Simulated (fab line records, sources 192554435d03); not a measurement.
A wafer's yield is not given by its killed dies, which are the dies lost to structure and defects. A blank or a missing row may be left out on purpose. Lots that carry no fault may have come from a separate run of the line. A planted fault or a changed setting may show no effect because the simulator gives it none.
What tool caused it? | flow n5 finfet | 24 lots with 72 wafers sampled at 4 steps, on a route of 1938 steps

== WHAT THE GAUGES SHOWED, per wafer ==
N5_BEOL_M7_CD_MEAS_35 targets a cd of 40 nm. Usual: cd nm 39.8 nm, standard deviation 0.58.
lot  | measured     | on        | cd nm (nm)     | flag
L074 | day 8 23:59  | cd sem-02 | 39.8 39.5 39.1 |
L075 | day 9 07:43  | cd sem-02 | 40.5 40.4 40.3 |
L076 | day 10 01:30 | cd sem-02 | 39.0 40.7 39.0 |
L077 | day 10 08:15 | cd sem-02 | 39.7 40.0 40.0 |
L080 | day 10 10:40 | cd sem-01 | 39.1 38.6 40.5 |
L079 | day 10 12:05 | cd sem-02 | 40.3 38.9 38.6 |
L078 | day 10 16:50 | cd sem-03 | 38.8 39.7 39.9 |
L081 | day 11 01:07 | cd sem-03 | 40.1 40.2 39.7 |
L083 | day 11 05:56 | cd sem-03 | 40.2 40.9 41.1 |
L082 | day 11 08:19 | cd sem-03 | 39.8 40.2 40.2 |
L084 | day 11 16:20 | cd sem-03 | 40.1 40.2 39.5 |
L085 | day 11 16:50 | cd sem-03 | 38.9 38.0 40.6 |
L086 | day 12 12:19 | cd sem-03 | 41.0 40.2 40.1 |
L087 | day 12 14:33 | cd sem-03 | 40.2 40.7 39.9 |
L088 | day 12 17:02 | cd sem-03 | 39.8 39.8 39.0 |
L089 | day 12 19:59 | cd sem-03 | 40.0 40.1 40.2 |
L091 | day 12 21:52 | cd sem-03 | 39.9 39.4 39.9 |
L090 | day 13 03:38 | cd sem-03 | 39.0 39.6 38.8 |
L092 | day 13 12:21 | cd sem-03 | 39.5 38.7 40.4 |
L093 | day 14 02:34 | cd sem-03 | 39.7 39.6 38.8 |
L095 | day 14 09:13 | cd sem-03 | 40.0 41.1 40.6 |
L094 | day 14 23:47 | cd sem-01 | 39.8 40.0 39.0 |
L096 | day 15 05:13 | cd sem-02 | 39.8 39.6 40.2 |
L097 | day 15 05:46 | cd sem-01 | 40.2 39.5 39.7 |

== WHAT TOOL EACH LOT RAN ON (gives the tool, then ch and the chambers of the sampled wafers, and finally the start) ==
lot  | N5_BEOL_M7_CURE_74            | N5_BEOL_M7_DESCUM_33               | N5_BEOL_M7_STRIP_36
L074 | uv cure-02 ch 0, day 8 16:37  | rie diel-02 ch 1,2, day 8 23:24    | rie diel-02 ch 1,2, day 8 23:38
L075 | uv cure-03 ch 1, day 9 02:54  | rie diel-03 ch 0,1,3, day 9 07:08  | rie diel-03 ch 0,1,3, day 9 07:22
L076 | uv cure-03 ch 2, day 9 20:19  | rie diel-04 ch 0,2, day 10 00:49   | rie diel-04 ch 0,2, day 10 01:03
L077 | uv cure-01 ch 2, day 10 03:06 | rie diel-02 ch 1,2,3, day 10 07:40 | rie diel-02 ch 1,2,3, day 10 07:54
L080 | uv cure-02 ch 2, day 10 06:40 | rie diel-04 ch 0,1,3, day 10 10:05 | rie diel-04 ch 0,1,3, day 10 10:19
L079 | uv cure-03 ch 0, day 10 08:24 | rie diel-04 ch 1,3, day 10 11:30   | rie diel-04 ch 1,3, day 10 11:44
L078 | uv cure-02 ch 1, day 10 11:48 | rie diel-04 ch 1,2,3, day 10 16:16 | rie diel-04 ch 1,2,3, day 10 16:29
L081 | uv cure-02 ch 0, day 10 18:17 | rie diel-04 ch 1,2, day 11 00:32   | rie diel-04 ch 1,2, day 11 00:46
L083 | uv cure-02 ch 2, day 11 03:02 | rie diel-02 ch 1,2, day 11 05:22   | rie diel-02 ch 1,2, day 11 05:35
L082 | uv cure-01 ch 2, day 11 03:55 | rie diel-04 ch 0,2,3, day 11 07:44 | rie diel-04 ch 0,2,3, day 11 07:58
L084 | uv cure-02 ch 2, day 11 11:32 | rie diel-02 ch 1,2,3, day 11 15:45 | rie diel-02 ch 1,2,3, day 11 15:59
L085 | uv cure-03 ch 2, day 11 12:08 | rie diel-04 ch 1,2,3, day 11 16:16 | rie diel-04 ch 1,2,3, day 11 16:29
L086 | uv cure-02 ch 2, day 12 05:17 | rie diel-03 ch 0,1,3, day 12 11:43 | rie diel-03 ch 0,1,3, day 12 11:57
L087 | uv cure-01 ch 0, day 12 07:53 | rie diel-04 ch 0,1,2, day 12 13:58 | rie diel-04 ch 0,1,2, day 12 14:12
L088 | uv cure-03 ch 2, day 12 13:14 | rie diel-04 ch 0,1,3, day 12 16:28 | rie diel-04 ch 0,1,3, day 12 16:42
L089 | uv cure-02 ch 1, day 12 13:35 | rie diel-03 ch 0,1,3, day 12 19:24 | rie diel-03 ch 0,1,3, day 12 19:38
L091 | uv cure-02 ch 0, day 12 18:08 | rie diel-03 ch 0,2,3, day 12 21:16 | rie diel-03 ch 0,2,3, day 12 21:30
L090 | uv cure-02 ch 0, day 12 21:50 | rie diel-02 ch 1,3, day 13 03:04   | rie diel-02 ch 1,3, day 13 03:17
L092 | uv cure-02 ch 2, day 13 08:20 | rie diel-04 ch 0,1,2, day 13 11:46 | rie diel-04 ch 0,1,2, day 13 12:00
L093 | uv cure-01 ch 2, day 13 19:08 | rie diel-02 ch 0,2,3, day 14 01:59 | rie diel-02 ch 0,2,3, day 14 02:13
L095 | uv cure-02 ch 1, day 14 00:37 | rie diel-03 ch 1,3, day 14 08:38   | rie diel-03 ch 1,3, day 14 08:52
L094 | uv cure-01 ch 0, day 14 17:18 | rie diel-03 ch 0,1, day 14 22:55   | rie diel-03 ch 0,1, day 14 23:08
L096 | uv cure-02 ch 1, day 14 22:26 | rie diel-02 ch 1,2,3, day 15 04:32 | rie diel-02 ch 1,2,3, day 15 04:46
L097 | uv cure-01 ch 0, day 15 01:58 | rie diel-04 ch 1,2, day 15 05:11   | rie diel-04 ch 1,2, day 15 05:25
- N5_BEOL_M7_CURE_74: cures SiCOH lowk, time 240 s.
- N5_BEOL_M7_DESCUM_33: chemistry O2, time 7 s.
- N5_BEOL_M7_STRIP_36: strips in N2/H2.

== AS READ BY THE TOOLS THEMSELVES (means over the sampled wafers that have a number; for cases with no such wafer, the mark the record gives instead) ==
N5_BEOL_M7_CURE_74. Usual: lamp power pct 52.32 %, standard deviation 0.052; wafer_temp_C_max 386.8, standard deviation 0.72.
lot  | tool       | lamp power pct (%) | wafer_temp_C_max | flag
L074 | uv cure-02 | 52.29              | 387.3            |
L075 | uv cure-03 | 52.31              | 388.0            |
L076 | uv cure-03 | 52.33              | 388.6            |
L077 | uv cure-01 | 52.36              | 386.0            |
L080 | uv cure-02 | 52.32              | 386.9            |
L079 | uv cure-03 | 52.34              | 386.3            |
L078 | uv cure-02 | 52.34              | 386.3            |
L081 | uv cure-02 | 52.26              | 387.0            |
L083 | uv cure-02 | 52.29              | 386.4            |
L082 | uv cure-01 | 52.33              | 385.8            |
L084 | uv cure-02 | 52.29              | 386.8            |
L085 | uv cure-03 | 52.37              | 387.6            |
L086 | uv cure-02 | 52.29              | 387.1            |
L087 | uv cure-01 | 52.31              | 386.3            |
L088 | uv cure-03 | 52.29              | 387.9            |
L089 | uv cure-02 | 52.30              | 386.1            |
L091 | uv cure-02 | 52.31              | 387.3            |
L090 | uv cure-02 | 52.36              | 387.4            |
L092 | uv cure-02 | 52.29              | 386.7            |
L093 | uv cure-01 | 52.36              | 386.0            |
L095 | uv cure-02 | 52.29              | 386.5            |
L094 | uv cure-01 | 52.35              | 386.5            |
L096 | uv cure-02 | 52.36              | 386.4            |
L097 | uv cure-01 | 52.32              | 386.8            |

N5_BEOL_M7_DESCUM_33. Usual: drypump motor current A 5.8 A, standard deviation 0.46; oes product au 0.78 a.u., standard deviation 0.089; rf vpp V 243.6 V, standard deviation 1.2; showerhead plenum p Torr 2.12 Torr, standard deviation 0.061; throttle valve pct 20.4 %, standard deviation 0.39.
lot  | tool        | drypump motor current A (A) | oes product au (a.u.) | rf vpp V (V) | showerhead plenum p Torr (Torr) | throttle valve pct (%) | flag
L074 | rie diel-02 | 5.8                         | 0.86                  | 242.3        | 2.11                            | 19.9                   |
L075 | rie diel-03 | 5.9                         | 0.78                  | 242.7        | 2.11                            | 20.4                   |
L076 | rie diel-04 | 5.6                         | 0.72                  | 242.5        | 2.11                            | 20.8                   |
L077 | rie diel-02 | 6.2                         | 0.86                  | 244.4        | 2.14                            | 20.0                   |
L080 | rie diel-04 | 5.9                         | 0.81                  | 243.9        | 2.13                            | 20.3                   |
L079 | rie diel-04 | 5.9                         | 0.90                  | 243.9        | 2.15                            | 20.0                   |
L078 | rie diel-04 | 5.9                         | 0.80                  | 245.0        | 2.17                            | 20.3                   |
L081 | rie diel-04 | 5.9                         | 0.72                  | 244.5        | 2.18                            | 20.6                   |
L083 | rie diel-02 | 5.8                         | 0.84                  | 243.8        | 2.10                            | 19.9                   |
L082 | rie diel-04 | 5.7                         | 0.79                  | 243.5        | 2.14                            | 20.5                   |
L084 | rie diel-02 | 6.2                         | 0.86                  | 243.8        | 2.14                            | 20.0                   |
L085 | rie diel-04 | 5.9                         | 0.79                  | 244.7        | 2.16                            | 20.3                   |
L086 | rie diel-03 | 5.8                         | 0.77                  | 243.3        | 2.10                            | 20.5                   |
L087 | rie diel-04 | 5.9                         | 0.71                  | 244.0        | 2.13                            | 20.6                   |
L088 | rie diel-04 | 5.9                         | 0.78                  | 243.2        | 2.12                            | 20.3                   |
L089 | rie diel-03 | 5.8                         | 0.77                  | 243.9        | 2.10                            | 20.5                   |
L091 | rie diel-03 | 5.5                         | 0.78                  | 244.0        | 2.14                            | 20.5                   |
L090 | rie diel-02 | 6.2                         | 0.85                  | 244.0        | 2.17                            | 20.2                   |
L092 | rie diel-04 | 5.9                         | 0.70                  | 243.2        | 2.13                            | 20.6                   |
L093 | rie diel-02 | 6.1                         | 0.79                  | 243.7        | 2.12                            | 20.3                   |
L095 | rie diel-03 | 5.9                         | 0.74                  | 243.2        | 2.06                            | 20.5                   |
L094 | rie diel-03 | 5.9                         | 0.71                  | 242.5        | 2.04                            | 20.5                   |
L096 | rie diel-02 | 6.2                         | 0.82                  | 244.0        | 2.13                            | 20.0                   |
L097 | rie diel-04 | 6.1                         | 0.71                  | 243.2        | 2.16                            | 20.4                   |

N5_BEOL_M7_STRIP_36. Usual: drypump motor current A 5.8 A, standard deviation 0.46; oes product au 0.78 a.u., standard deviation 0.09; rf vpp V 59.1 V, standard deviation 1.5; showerhead plenum p Torr 2.57 Torr, standard deviation 0.075; throttle valve pct 23.56 %, standard deviation 0.26.
lot  | tool        | drypump motor current A (A) | oes product au (a.u.) | rf vpp V (V) | showerhead plenum p Torr (Torr) | throttle valve pct (%) | flag
L074 | rie diel-02 | 5.8                         | 0.86                  | 59.9         | 2.58                            | 23.37                  |
L075 | rie diel-03 | 5.9                         | 0.78                  | 60.5         | 2.54                            | 23.59                  |
L076 | rie diel-04 | 5.7                         | 0.72                  | 58.9         | 2.54                            | 23.77                  |
L077 | rie diel-02 | 6.2                         | 0.86                  | 59.6         | 2.62                            | 23.43                  |
L080 | rie diel-04 | 5.9                         | 0.81                  | 60.1         | 2.58                            | 23.38                  |
L079 | rie diel-04 | 5.9                         | 0.90                  | 59.0         | 2.62                            | 23.18                  |
L078 | rie diel-04 | 5.9                         | 0.80                  | 58.3         | 2.62                            | 23.37                  |
L081 | rie diel-04 | 5.9                         | 0.71                  | 60.3         | 2.62                            | 23.58                  |
L083 | rie diel-02 | 5.8                         | 0.84                  | 58.8         | 2.58                            | 23.40                  |
L082 | rie diel-04 | 5.7                         | 0.79                  | 60.0         | 2.57                            | 23.55                  |
L084 | rie diel-02 | 6.2                         | 0.85                  | 59.4         | 2.62                            | 23.47                  |
L085 | rie diel-04 | 6.0                         | 0.80                  | 58.8         | 2.62                            | 23.39                  |
L086 | rie diel-03 | 5.9                         | 0.77                  | 57.7         | 2.54                            | 23.64                  |
L087 | rie diel-04 | 5.9                         | 0.70                  | 60.1         | 2.57                            | 23.62                  |
L088 | rie diel-04 | 5.9                         | 0.78                  | 56.7         | 2.57                            | 23.41                  |
L089 | rie diel-03 | 5.8                         | 0.77                  | 57.7         | 2.53                            | 23.63                  |
L091 | rie diel-03 | 5.5                         | 0.77                  | 59.2         | 2.58                            | 23.59                  |
L090 | rie diel-02 | 6.2                         | 0.85                  | 58.5         | 2.65                            | 23.45                  |
L092 | rie diel-04 | 5.9                         | 0.71                  | 56.6         | 2.57                            | 23.62                  |
L093 | rie diel-02 | 6.1                         | 0.78                  | 57.9         | 2.59                            | 23.75                  |
L095 | rie diel-03 | 5.9                         | 0.74                  | 59.0         | 2.49                            | 23.63                  |
L094 | rie diel-03 | 5.9                         | 0.71                  | 58.8         | 2.48                            | 23.73                  |
L096 | rie diel-02 | 6.2                         | 0.81                  | 60.0         | 2.60                            | 23.51                  |
L097 | rie diel-04 | 6.1                         | 0.70                  | 59.6         | 2.62                            | 23.45                  |

== THE ANSWER, worked out from the rows above alone ==
Rule: a lot is off if the mean of its wafers that have a number lies more than 3 standard deviations from the usual mean. Also off: a lot with no number at a reading for which 4 or more lots have one. All remaining lots with rows at the step are treated as sound. The gauges are gone through in route order, then the tools' own readings, and for those a lot's mean is taken as printed above. The first step at which some lot is off is used, and at that step the reading that is off furthest; a lot without a number counts as furthest.
Nothing can be told from this: no lot is off at any reading shown.

== WHAT HAD BEEN PUT IN BY THE SIMULATOR ==
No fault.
